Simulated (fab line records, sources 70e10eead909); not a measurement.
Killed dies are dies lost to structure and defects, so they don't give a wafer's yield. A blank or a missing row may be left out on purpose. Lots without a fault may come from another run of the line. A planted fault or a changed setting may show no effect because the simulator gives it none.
Which tool did it? | flow nand_harc | 12 lots, 36 wafers sampled, at 6 steps of a route of 1302

WHAT THE GAUGES READ, wafer by wafer
NHARC_A_CONTACT_INSPECT_23. Usual: raw_defect_count 529, standard deviation 140.
lot  | measured     | on                | raw_defect_count | flag
L767 | day 22 21:52 | defect_inspect-01 | 409 380 330      |
L768 | day 23 10:18 | defect_inspect-02 | 802 410 565      |
L770 | day 23 12:11 | defect_inspect-02 | 2499 2472 2717   | OFF
L771 | day 23 21:03 | defect_inspect-02 | 2732 2677 2687   | OFF
L772 | day 24 21:00 | defect_inspect-02 | 2756 2700 2641   | OFF
L780 | day 27 11:26 | defect_inspect-02 | 393 448 583      |
L781 | day 28 10:07 | defect_inspect-02 | 410 485 285      |
L782 | day 28 14:35 | defect_inspect-01 | 427 480 418      |
L783 | day 28 22:47 | defect_inspect-02 | 437 406 590      |
L785 | day 30 01:10 | defect_inspect-02 | 686 587 499      |
L786 | day 30 08:47 | defect_inspect-02 | 616 536 527      |
L787 | day 30 15:47 | defect_inspect-02 | 316 460 480      |

NHARC_END_SORT_01. Usual: killed_at_array 55, standard deviation 19; killed_at_other 0.8, standard deviation 1.1; killed_at_periphery 4.0, standard deviation 2.6; killed_dies 60, standard deviation 20; killed_open 3.4, standard deviation 1.7; killed_short 2.6, standard deviation 1.5.
lot  | measured     | on        | killed_at_array | killed_at_other | killed_at_periphery | killed_dies | killed_open | killed_short | flag
L770 | day 25 07:27 | prober-01 | 673 673 673     | 0 1 2           | 4 3 2               | 677 677 677 | 1 4 4       | 1 2 4        | OFF
L771 | day 25 16:00 | prober-01 | 671 673 672     | 0 0 1           | 6 4 4               | 677 677 677 | 3 4 3       | 0 2 1        | OFF
L772 | day 26 18:12 | prober-02 | 673 670 675     | 0 0 0           | 4 7 2               | 677 677 677 | 3 9 1       | 5 4 1        | OFF

WHICH TOOL RAN EACH LOT (tool, then ch and the chambers of the sampled wafers, then the start)
lot  | NHARC_A_CONTACT_ETCH_30                       | NHARC_A_CONTACT_ETCH_137             | NHARC_A_CONTACT_ETCH_139             | NHARC_A_CONTACT_CMP_20
L767 | rie_diel-01 ch 1,2, day 22 18:11 or earlier   | har_cap_etch-03 ch 0,1, day 22 18:11 | har_cap_etch-03 ch 0,1, day 22 18:43 | cmp-03 ch 0,1, day 22 21:29
L768 | rie_diel-01 ch 0,1,2, day 23 05:57 or earlier | har_cap_etch-01 ch 1, day 23 05:57   | har_cap_etch-01 ch 1, day 23 06:29   | cmp-01 ch 2,3, day 23 09:55
L770 | rie_diel-06 ch 0,1,3, day 23 08:02 or earlier | har_cap_etch-03 ch 0,1, day 23 08:02 | har_cap_etch-03 ch 0,1, day 23 08:35 | cmp-04 ch 1,2,3, day 23 11:47
L771 | rie_diel-04 ch 0,1, day 23 17:07 or earlier   | har_cap_etch-02 ch 0,1, day 23 17:07 | har_cap_etch-02 ch 0,1, day 23 17:39 | cmp-03 ch 0,1,2, day 23 20:39
L772 | rie_diel-04 ch 0,3, day 24 14:32              | har_cap_etch-01 ch 0,1, day 24 16:34 | har_cap_etch-01 ch 0,1, day 24 17:32 | cmp-04 ch 0,1,3, day 24 20:36
L780 | rie_diel-01 ch 0,3, day 27 07:41 or earlier   | har_cap_etch-01 ch 0,1, day 27 07:41 | har_cap_etch-01 ch 0,1, day 27 08:14 | cmp-03 ch 0,1,3, day 27 11:05
L781 | rie_diel-01 ch 1,3, day 28 06:21 or earlier   | har_cap_etch-03 ch 1, day 28 06:21   | har_cap_etch-03 ch 1, day 28 06:54   | cmp-03 ch 1,2, day 28 09:44
L782 | rie_diel-04 ch 0,1,2, day 28 10:44 or earlier | har_cap_etch-01 ch 0,1, day 28 10:44 | har_cap_etch-01 ch 0,1, day 28 11:17 | cmp-03 ch 0,1,2, day 28 14:12
L783 | rie_diel-01 ch 0,2, day 28 17:06 or earlier   | har_cap_etch-03 ch 0,1, day 28 17:06 | har_cap_etch-03 ch 0,1, day 28 17:39 | cmp-04 ch 1,2, day 28 22:23
L785 | rie_diel-04 ch 0,2,3, day 29 21:23 or earlier | har_cap_etch-02 ch 0,1, day 29 21:23 | har_cap_etch-02 ch 0,1, day 29 21:56 | cmp-03 ch 0,2,3, day 30 00:46
L786 | rie_diel-01 ch 0,2,3, day 30 05:01 or earlier | har_cap_etch-01 ch 0,1, day 30 05:01 | har_cap_etch-01 ch 0,1, day 30 05:34 | cmp-01 ch 0,2,3, day 30 08:26
L787 | rie_diel-06 ch 1,3, day 30 11:58 or earlier   | har_cap_etch-03 ch 0,1, day 30 11:58 | har_cap_etch-03 ch 0,1, day 30 12:31 | cmp-03 ch 1,2, day 30 15:23
- NHARC_A_CONTACT_ETCH_30: etches the open film in CF4/CHF3, target depth 72.6 nm, time 36.3 s.
- NHARC_A_CONTACT_ETCH_137: etches the open film in C4F8/O2/Ar, time 311 s, target depth 1912 nm.
- NHARC_A_CONTACT_ETCH_139: etches the open film in C4F8/O2/Ar, time 195 s, target depth 840 nm.
- NHARC_A_CONTACT_CMP_20: polishes, t overpolish 30 s, target thk 300 nm.

WHAT THE TOOLS THEMSELVES READ (means of the sampled wafers that have a number; where no wafer has one, the mark that the record gives instead)
NHARC_A_CONTACT_ETCH_30. Usual: drypump_motor_current_A 5.6 A, standard deviation 0.33; oes_product_au 0.939 a.u., standard deviation 0.021; rf_fwd_power_W 492.7 W, standard deviation 1.7; rf_vpp_V 370.7 V, standard deviation 2.2; showerhead_plenum_p_Torr 1.57 Torr, standard deviation 0.062; throttle_valve_pct 16.804 %, standard deviation 0.0093.
lot  | tool        | drypump_motor_current_A (A) | oes_product_au (a.u.) | rf_fwd_power_W (W) | rf_vpp_V (V) | showerhead_plenum_p_Torr (Torr) | throttle_valve_pct (%) | flag
L767 | rie_diel-01 | 5.8                         | 0.962                 | 492.7              | 371.0        | 1.57                            | 16.806                 |
L768 | rie_diel-01 | 5.6                         | 0.919                 | 492.1              | 371.7        | 1.60                            | 16.809                 |
L770 | rie_diel-06 | 5.4                         | 0.927                 | 492.9              | 370.6        | 1.59                            | 16.804                 |
L771 | rie_diel-04 | 5.3                         | 0.951                 | 492.0              | 368.2        | 1.52                            | 16.799                 |
L772 | rie_diel-04 | 5.6                         | 0.925                 | 493.2              | 370.0        | 1.53                            | 16.807                 |
L780 | rie_diel-01 | 5.6                         | 0.956                 | 492.1              | 373.7        | 1.66                            | 16.809                 |
L781 | rie_diel-01 | 6.0                         | 0.912                 | 493.5              | 372.0        | 1.60                            | 16.806                 |
L782 | rie_diel-04 | 5.4                         | 0.922                 | 492.7              | 371.2        | 1.56                            | 16.812                 |
L783 | rie_diel-01 | 5.4                         | 0.958                 | 493.1              | 372.6        | 1.62                            | 16.816                 |
L785 | rie_diel-04 | 5.5                         | 0.920                 | 492.0              | 370.3        | 1.57                            | 16.797                 |
L786 | rie_diel-01 | 5.7                         | 0.945                 | 494.5              | 371.9        | 1.61                            | 16.806                 |
L787 | rie_diel-06 | 5.5                         | 0.957                 | 491.3              | 372.1        | 1.64                            | 16.801                 |

NHARC_A_CONTACT_CMP_20. Usual: edge_zone_pressure_frac 1.000, standard deviation 0.005; motor_current_A 12.1 A, standard deviation 1.4; overpolish_run_s 30.000 s, standard deviation 0.0089; time_to_endpoint_s 59 s, standard deviation 3.8.
lot  | tool   | edge_zone_pressure_frac | motor_current_A (A) | overpolish_run_s (s) | time_to_endpoint_s (s) | flag
L767 | cmp-03 | 1.005                   | 12.3                | 30.005               | 58                     |
L768 | cmp-01 | 1.002                   | 12.0                | 30.008               | 60                     |
L770 | cmp-04 | -                       | -                   | -                    | -                      | OFF
L771 | cmp-03 | -                       | -                   | -                    | -                      | OFF
L772 | cmp-04 | -                       | -                   | -                    | -                      | OFF
L780 | cmp-03 | 0.999                   | 12.4                | 29.998               | 59                     |
L781 | cmp-03 | 0.997                   | 11.5                | 30.003               | 56                     |
L782 | cmp-03 | 1.000                   | 12.5                | 29.996               | 58                     |
L783 | cmp-04 | 0.994                   | 14.2                | 30.002               | 61                     |
L785 | cmp-03 | 1.003                   | 11.9                | 30.000               | 59                     |
L786 | cmp-01 | 0.993                   | 11.6                | 29.996               | 60                     |
L787 | cmp-03 | 1.000                   | 11.1                | 30.004               | 56                     |

THE ANSWER, worked out from the rows above alone
Rule: a lot is off if the mean of its wafers that have a number lies more than 3 standard deviations from the usual mean. A lot without any number at a reading at which 4 lots or more have one is off too. The other lots that the step has rows for count as sound. The gauges are gone through in route order, then the tools' own readings, and for those a lot's mean is taken as printed above. The first step at which some lot is off is used, and at that step the reading that is off furthest; a lot without a number counts as furthest.
Off: L770, L771, L772, at NHARC_A_CONTACT_INSPECT_23 (raw_defect_count).
A tool fits if, at a process step before that reading, it ran every lot that is off, and no sound lot after the first of them. The gauges at NHARC_A_CONTACT_INSPECT_23 aren't tried: what is off there is off at NHARC_END_SORT_01 too, on other tools, and a gauge's error can't cause that. NHARC_A_CONTACT_ETCH_30 gives no start for some lots, so the hours and the order of its lots are those of NHARC_A_CONTACT_ETCH_137. None of those tried fits.

WHAT THE SIMULATOR HAD PUT IN
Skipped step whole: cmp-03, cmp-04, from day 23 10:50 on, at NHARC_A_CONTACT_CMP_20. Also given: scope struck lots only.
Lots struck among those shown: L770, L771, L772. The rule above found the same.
